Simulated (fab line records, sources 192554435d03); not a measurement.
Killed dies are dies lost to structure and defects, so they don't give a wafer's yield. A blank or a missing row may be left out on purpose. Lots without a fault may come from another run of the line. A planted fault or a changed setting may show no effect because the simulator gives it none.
Which tool did it? | flow n5_finfet | 24 lots, 72 wafers sampled, at 5 steps of a route of 1938

WHAT THE GAUGES READ, wafer by wafer
N5_BEOL_M0_SAQP_OVL_MEAS_41.
lot  | measured     | on         | M0_CUT1_OVL (nm)
L074 | day 5 14:33  | overlay-01 | -1.0 -1.4 -0.8
L075 | day 5 22:43  | overlay-02 | 0.3 -0.8 -0.6
L076 | day 6 01:29  | overlay-01 | 0.5 -0.3 0.7
L077 | day 6 11:40  | overlay-02 | 1.3 0.2 1.0
L078 | day 6 18:13  | overlay-02 | 0.0 0.9 0.1
L079 | day 6 22:29  | overlay-02 | -0.4 -1.4 -1.0
L080 | day 7 06:11  | overlay-01 | -0.5 -0.4 -0.4
L081 | day 7 10:36  | overlay-01 | 0.1 0.0 -0.7
L082 | day 7 16:31  | overlay-02 | -0.9 -0.7 -1.1
L083 | day 7 19:33  | overlay-02 | 1.2 0.5 0.5
L084 | day 8 02:32  | overlay-01 | 0.5 0.3 0.0
L085 | day 8 15:50  | overlay-02 | -0.9 -0.1 -0.2
L086 | day 8 18:21  | overlay-02 | 1.6 0.3 -0.1
L087 | day 9 00:07  | overlay-02 | -0.3 0.8 0.1
L088 | day 9 02:33  | overlay-02 | 0.5 0.1 0.3
L089 | day 9 10:42  | overlay-02 | 0.2 0.9 0.7
L090 | day 9 17:18  | overlay-02 | 0.9 1.0 0.8
L091 | day 10 01:27 | overlay-02 | -0.7 -0.3 0.0
L092 | day 10 05:44 | overlay-01 | 0.9 -0.2 1.7
L093 | day 10 10:00 | overlay-01 | 0.4 0.5 0.5
L094 | day 10 14:08 | overlay-02 | -0.1 0.3 -0.2
L095 | day 10 22:35 | overlay-02 | 0.3 0.0 0.5
L096 | day 11 08:32 | overlay-02 | -0.6 -0.4 -0.4
L097 | day 11 12:18 | overlay-01 | 0.9 -0.7 -0.5

N5_BEOL_M0_SAQP_INSPECT_42: inspects for defects (brightfield).
lot  | measured     | on                | raw_defect_count
L074 | day 5 14:36  | defect_inspect-01 | 179 244 155
L075 | day 5 22:46  | defect_inspect-02 | 267 277 354
L076 | day 6 01:33  | defect_inspect-02 | 331 326 235
L077 | day 6 11:43  | defect_inspect-02 | 314 347 356
L078 | day 6 18:16  | defect_inspect-01 | 205 280 208
L079 | day 6 22:32  | defect_inspect-01 | 386 337 435
L080 | day 7 06:14  | defect_inspect-01 | 472 405 341
L081 | day 7 10:39  | defect_inspect-01 | 270 261 182
L082 | day 7 16:34  | defect_inspect-02 | 214 286 323
L083 | day 7 19:36  | defect_inspect-02 | 206 269 247
L084 | day 8 02:35  | defect_inspect-02 | 269 278 163
L085 | day 8 15:53  | defect_inspect-02 | 293 329 228
L086 | day 8 18:25  | defect_inspect-01 | 305 399 326
L087 | day 9 00:11  | defect_inspect-01 | 265 165 243
L088 | day 9 02:37  | defect_inspect-02 | 348 312 425
L089 | day 9 10:45  | defect_inspect-01 | 438 332 354
L090 | day 9 17:22  | defect_inspect-02 | 365 264 237
L091 | day 10 01:30 | defect_inspect-01 | 340 262 273
L092 | day 10 05:48 | defect_inspect-01 | 245 198 403
L093 | day 10 10:03 | defect_inspect-02 | 261 301 425
L094 | day 10 14:11 | defect_inspect-01 | 276 373 196
L095 | day 10 22:38 | defect_inspect-01 | 188 304 201
L096 | day 11 08:35 | defect_inspect-02 | 290 279 382
L097 | day 11 12:21 | defect_inspect-01 | 240 274 328

WHICH TOOL RAN EACH LOT (tool, then ch and the chambers of the sampled wafers, then the start)
lot  | N5_MOL_CONTACT_COAG_VIA_ETCH_117   | N5_BEOL_M0_SAQP_PECVD_96        | N5_BEOL_M0_SAQP_SPACER1_ALD_98
L074 | rie_diel-02 ch 1,2, day 5 02:50    | pecvd-04 ch 1,2, day 5 09:07    | ald_sin-02 ch 0,2,3, day 5 11:11
L075 | rie_diel-03 ch 0,1,3, day 5 09:52  | pecvd-03 ch 0,2, day 5 16:17    | ald_sin-02 ch 2,3, day 5 17:52
L076 | rie_diel-02 ch 0,2,3, day 5 15:02  | pecvd-04 ch 0,2, day 5 20:44    | ald_sin-02 ch 0,1, day 5 22:21
L077 | rie_diel-03 ch 0,3, day 5 23:38    | pecvd-04 ch 1,2, day 6 05:43    | ald_sin-03 ch 0,2,3, day 6 07:42
L078 | rie_diel-05 ch 0,3, day 6 07:09    | pecvd-02 ch 0,1,2, day 6 13:29  | ald_sin-01 ch 1,3, day 6 15:26
L079 | rie_diel-03 ch 0,1,2, day 6 09:01  | pecvd-02 ch 1,2, day 6 16:37    | ald_sin-03 ch 0,2,3, day 6 19:35
L080 | rie_diel-03 ch 1,2,3, day 6 20:26  | pecvd-03 ch 1,2, day 7 01:37    | ald_sin-01 ch 0,1,3, day 7 03:16
L081 | rie_diel-05 ch 0,1,3, day 7 00:47  | pecvd-03 ch 0,1, day 7 05:35    | ald_sin-01 ch 0,2, day 7 07:14
L082 | rie_diel-05 ch 0,2,3, day 7 05:06  | pecvd-02 ch 0,2, day 7 11:36    | ald_sin-02 ch 0,1,2, day 7 13:32
L083 | rie_diel-02 ch 0,1,2, day 7 07:34  | pecvd-02 ch 0,1,2, day 7 14:44  | ald_sin-03 ch 0,3, day 7 16:33
L084 | rie_diel-05 ch 1,2,3, day 7 14:40  | pecvd-03 ch 1,2, day 7 20:55    | ald_sin-01 ch 2,3, day 7 23:09
L085 | rie_diel-03 ch 1,3, day 8 03:32    | pecvd-04 ch 1, day 8 10:22      | ald_sin-03 ch 0,3, day 8 12:20
L086 | rie_diel-03 ch 0,2,3, day 8 08:04  | pecvd-02 ch 0,1,2, day 8 14:02  | ald_sin-03 ch 1,3, day 8 15:35
L087 | rie_diel-05 ch 0,1, day 8 11:39    | pecvd-04 ch 1,2, day 8 17:17    | ald_sin-02 ch 0,2,3, day 8 19:14
L088 | rie_diel-03 ch 0,1,3, day 8 15:25  | pecvd-02 ch 0,1, day 8 20:56    | ald_sin-02 ch 1,2, day 8 23:08
L089 | rie_diel-03 ch 0,1,3, day 9 01:03  | pecvd-03 ch 0,2, day 9 06:08    | ald_sin-02 ch 0,1,3, day 9 07:55
L090 | rie_diel-05 ch 0,3, day 9 06:08    | pecvd-04 ch 0,2, day 9 12:08    | ald_sin-01 ch 0,3, day 9 14:06
L091 | rie_diel-03 ch 0,1, day 9 13:53    | pecvd-02 ch 0,1, day 9 20:38    | ald_sin-02 ch 1,2, day 9 22:32
L092 | rie_diel-03 ch 0,2,3, day 9 18:29  | pecvd-03 ch 1,2, day 10 00:19   | ald_sin-01 ch 0,2,3, day 10 02:39
L093 | rie_diel-02 ch 0,2, day 9 23:44    | pecvd-04 ch 1,2, day 10 05:37   | ald_sin-03 ch 0,1,3, day 10 07:10
L094 | rie_diel-05 ch 1,2,3, day 10 03:05 | pecvd-02 ch 0,1, day 10 09:07   | ald_sin-02 ch 1,2,3, day 10 11:15
L095 | rie_diel-03 ch 0,1,2, day 10 11:26 | pecvd-02 ch 0,1, day 10 17:32   | ald_sin-03 ch 0,1,3, day 10 19:08
L096 | rie_diel-05 ch 0,2,3, day 10 20:27 | pecvd-02 ch 0,1,2, day 11 02:14 | ald_sin-01 ch 0,1,2, day 11 03:52
L097 | rie_diel-05 ch 0,1,3, day 10 22:07 | pecvd-02 ch 1,2, day 11 05:26   | ald_sin-03 ch 0,1,2, day 11 07:59
- N5_MOL_CONTACT_COAG_VIA_ETCH_117: etches SiO2 in C4F6/O2, target depth 40 nm, overetch 8 nm, time 26 s.
- N5_BEOL_M0_SAQP_PECVD_96: deposits a-Si from SiH4/He, target thk 45 nm, time 45.2 s.
- N5_BEOL_M0_SAQP_SPACER1_ALD_98: deposits SiO2, target thk 12.8 nm, pulse time 1 s, purge time 2 s.

WHAT THE TOOLS THEMSELVES READ (means of the sampled wafers that have a number; where no wafer has one, the mark that the record gives instead)
N5_MOL_CONTACT_COAG_VIA_ETCH_117.
lot  | tool        | drypump_motor_current_A (A) | oes_product_au (a.u.) | rf_vpp_V (V) | showerhead_plenum_p_Torr (Torr) | throttle_valve_pct (%)
L074 | rie_diel-02 | 5.7                         | 0.70                  | 1580         | 2.73                            | 41.3
L075 | rie_diel-03 | 6.4                         | 0.69                  | 1595         | 2.90                            | 40.9
L076 | rie_diel-02 | 6.0                         | 0.69                  | 1608         | 2.88                            | 41.5
L077 | rie_diel-03 | 6.2                         | 0.68                  | 1583         | 2.87                            | 41.1
L078 | rie_diel-05 | 5.9                         | 0.67                  | 1600         | 2.96                            | 41.1
L079 | rie_diel-03 | 6.3                         | 0.71                  | 1601         | 2.96                            | 41.0
L080 | rie_diel-03 | 6.2                         | 0.73                  | 1585         | 2.94                            | 41.1
L081 | rie_diel-05 | 5.7                         | 0.71                  | 1592         | 2.90                            | 41.1
L082 | rie_diel-05 | 6.0                         | 0.66                  | 1599         | 2.94                            | 40.9
L083 | rie_diel-02 | 5.8                         | 0.69                  | 1593         | 2.81                            | 41.3
L084 | rie_diel-05 | 5.8                         | 0.70                  | 1590         | 2.88                            | 40.8
L085 | rie_diel-03 | 6.5                         | 0.68                  | 1588         | 2.91                            | 40.9
L086 | rie_diel-03 | 6.1                         | 0.77                  | 1590         | 2.91                            | 41.2
L087 | rie_diel-05 | 5.4                         | 0.70                  | 1592         | 2.90                            | 41.1
L088 | rie_diel-03 | 6.4                         | 0.73                  | 1593         | 2.89                            | 41.0
L089 | rie_diel-03 | 6.4                         | 0.73                  | 1593         | 2.89                            | 41.0
L090 | rie_diel-05 | 6.2                         | 0.65                  | 1599         | 2.94                            | 41.1
L091 | rie_diel-03 | 6.5                         | 0.76                  | 1609         | 2.91                            | 40.8
L092 | rie_diel-03 | 6.1                         | 0.75                  | 1590         | 2.91                            | 41.2
L093 | rie_diel-02 | 6.1                         | 0.71                  | 1617         | 2.98                            | 41.3
L094 | rie_diel-05 | 5.8                         | 0.68                  | 1591         | 2.87                            | 40.9
L095 | rie_diel-03 | 6.3                         | 0.74                  | 1601         | 2.94                            | 41.0
L096 | rie_diel-05 | 6.0                         | 0.64                  | 1598         | 2.93                            | 40.9
L097 | rie_diel-05 | 5.7                         | 0.68                  | 1592         | 2.88                            | 41.1

N5_BEOL_M0_SAQP_PECVD_96.
lot  | tool     | heater_power_w (W) | showerhead_plenum_p_Torr (Torr) | throttle_valve_pct (%)
L074 | pecvd-04 | 580                | 5.60                            | 17.8
L075 | pecvd-03 | 620                | 5.67                            | 18.2
L076 | pecvd-04 | 649                | 5.63                            | 17.6
L077 | pecvd-04 | 534                | 5.60                            | 18.2
L078 | pecvd-02 | 618                | 5.67                            | 18.1
L079 | pecvd-02 | 628                | 5.68                            | 18.1
L080 | pecvd-03 | 675                | 5.63                            | 18.6
L081 | pecvd-03 | 627                | 5.69                            | 18.8
L082 | pecvd-02 | 571                | 5.67                            | 18.1
L083 | pecvd-02 | 601                | 5.68                            | 18.0
L084 | pecvd-03 | 602                | 5.64                            | 18.3
L085 | pecvd-04 | 485                | 5.61                            | 18.5
L086 | pecvd-02 | 579                | 5.67                            | 18.2
L087 | pecvd-04 | 552                | 5.61                            | 18.2
L088 | pecvd-02 | 626                | 5.66                            | 17.9
L089 | pecvd-03 | 636                | 5.69                            | 18.4
L090 | pecvd-04 | 572                | 5.63                            | 17.7
L091 | pecvd-02 | 701                | 5.67                            | 17.9
L092 | pecvd-03 | 675                | 5.64                            | 18.2
L093 | pecvd-04 | 505                | 5.61                            | 18.2
L094 | pecvd-02 | 697                | 5.68                            | 17.9
L095 | pecvd-02 | 635                | 5.66                            | 18.0
L096 | pecvd-02 | 617                | 5.66                            | 17.7
L097 | pecvd-02 | 633                | 5.68                            | 17.5

N5_BEOL_M0_SAQP_SPACER1_ALD_98.
lot  | tool       | heater_power_w (W) | precursor_pulse_height_rel
L074 | ald_sin-02 | 478                | 1.009
L075 | ald_sin-02 | 466                | 0.986
L076 | ald_sin-02 | 449                | 0.991
L077 | ald_sin-03 | 467                | 0.998
L078 | ald_sin-01 | 539                | 0.995
L079 | ald_sin-03 | 469                | 1.012
L080 | ald_sin-01 | 521                | 1.013
L081 | ald_sin-01 | 453                | 1.013
L082 | ald_sin-02 | 482                | 1.005
L083 | ald_sin-03 | 498                | 0.984
L084 | ald_sin-01 | 486                | 0.999
L085 | ald_sin-03 | 502                | 0.994
L086 | ald_sin-03 | 492                | 0.996
L087 | ald_sin-02 | 486                | 0.990
L088 | ald_sin-02 | 475                | 1.000
L089 | ald_sin-02 | 445                | 1.017
L090 | ald_sin-01 | 512                | 0.983
L091 | ald_sin-02 | 474                | 1.007
L092 | ald_sin-01 | 490                | 1.011
L093 | ald_sin-03 | 493                | 0.998
L094 | ald_sin-02 | 467                | 1.014
L095 | ald_sin-03 | 503                | 1.002
L096 | ald_sin-01 | 494                | 1.006
L097 | ald_sin-03 | 465                | 1.007

THE ANSWER, worked out from the rows above alone
Rule: what is usual is taken from the lots themselves. Put in order of their means at a reading, lots are off if they are a third of the lots or fewer, leave a main group of 4 or more, and stand apart from it by a gap of 3 or more times the standard deviation of the main group's means; of several such gaps the widest counts. A main group whose means are all the same, to the digits that the tables above print for the reading, isn't used. A lot without any number at a reading at which 4 lots or more have one is off too. The other lots that the step has rows for count as sound. The gauges are gone through in route order, then the tools' own readings, and for those a lot's mean is taken as printed above. The first step at which some lot is off is used, and at that step the reading that is off furthest; a lot without a number counts as furthest.
No lot is off at any reading shown: from this, nothing can be told.

WHAT THE SIMULATOR HAD PUT IN
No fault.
